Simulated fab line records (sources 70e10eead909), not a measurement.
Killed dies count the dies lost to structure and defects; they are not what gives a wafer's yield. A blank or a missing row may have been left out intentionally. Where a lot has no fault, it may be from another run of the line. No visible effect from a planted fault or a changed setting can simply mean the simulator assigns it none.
Code-filled problem report in 8D (eight disciplines) form -- flow nand_harc -- the parts of the form that need people (team, actions taken, sign-off) are left out

== 1. PROBLEM STATEMENT ==
At NHARC_A_M0_INSPECT_11, raw_defect_count averages 1174 over 6 wafers from 2 lots, while fault-free wafers read 30, standard deviation 14. That puts it +82 standard deviations away from the usual mean.
First seen on wafer L897.2, day 22 02:25, on defect_inspect-02. The record has a number at this step for 36 wafers belonging to 12 lots. Rule for "out", or "out of limits": more than 4 standard deviations from the usual mean. All remaining wafers that have a number are taken as sound.

== 2. WHAT IT IS, AND WHAT IT ISN'T ==
question,is,is not
which readings at this step,raw_defect_count,-
which lots,"L897, L900","L882, L883, L884, L888, L889, L890, L891, L892, L893, L898"
which wafers of those lots,all that have a number,-
read on which gauges,defect_inspect-02,defect_inspect-01
when,from day 22 02:25,up to then (27 sound wafers); but 3 sound wafers of L898 came after

== 3. WHAT RULES OUT EACH SUSPECT ==
Counting: a tool stays on the suspect list if, at a process step up to the reading, it processed all lots that are out and no sound lot following the first of them.
- the gauge at NHARC_A_M0_INSPECT_11 has been ruled out. All the wafers that are out were read on defect_inspect-02, but those of them that NHARC_END_SORT_01 has rows for are out there too, on other tools.
- pecvd-04 at NHARC_A_M0_DEP_00 (deposits SiOC, target thk 150 nm): kept. All lots that are out passed through it, beginning with L897 at day 22 01:23, and no sound lot followed; its final sound lot before that point was L892 at day 20 18:37.
After counting, what remains is pecvd-04 at NHARC_A_M0_DEP_00.

== 4. THE CAUSE (what the simulator had put in) ==
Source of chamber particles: pecvd-04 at NHARC_A_M0_DEP_00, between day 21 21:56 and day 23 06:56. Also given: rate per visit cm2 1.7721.
This tool alone remained once counting was done.

== 5. THE CHAIN OF EFFECTS, in route order ==
Each row: a reading whose mean over the struck wafers that have a number lies more than 3 standard deviations from the usual. Readings are gone through only where the record gives a usual standard deviation; hours: the median, over the lots, of the time from a lot's start at the first step in this table giving one to that lot's start at this step; sigmas: the change measured in usual standard deviations.
hours,step,reading,usual,on struck wafers,change,sigmas
0,NHARC_A_M0_INSPECT_11,raw_defect_count,30,1174,+1144,+82
41,NHARC_END_SORT_01,defect_limited_yield,95.5 %,82.9,-12.6,-7.0
41,NHARC_END_SORT_01,killed_at_array,27,111,+84,+7.6
41,NHARC_END_SORT_01,killed_dies,31,116,+85,+7.1
41,NHARC_END_SORT_01,sort_bin_2_pct,1.4 %,5.5,+4.1,+6.0
41,NHARC_END_SORT_01,sort_bin_3_pct,0.25 %,5.39,+5.14,+26
41,NHARC_END_SORT_01,sort_n_pass,646,561,-85,-7.1
41,NHARC_END_SORT_01,sort_rim_yield_pct,95.7 %,87.0,-8.8,-3.1
41,NHARC_END_SORT_01,sort_yield_pct,95.5 %,82.9,-12.6,-7.0

== 6. HOW IT WOULD HAVE BEEN CAUGHT EARLIER ==
4 hours passed between the start of the fault at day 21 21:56 and the first reading out of limits at a measuring or inspecting step in this record, taken at day 22 02:25.
L900, from the lots that are out (2), started NHARC_A_M0_DEP_00 on pecvd-04 later than day 22 02:25. A hold on the tool at that time would have spared it.
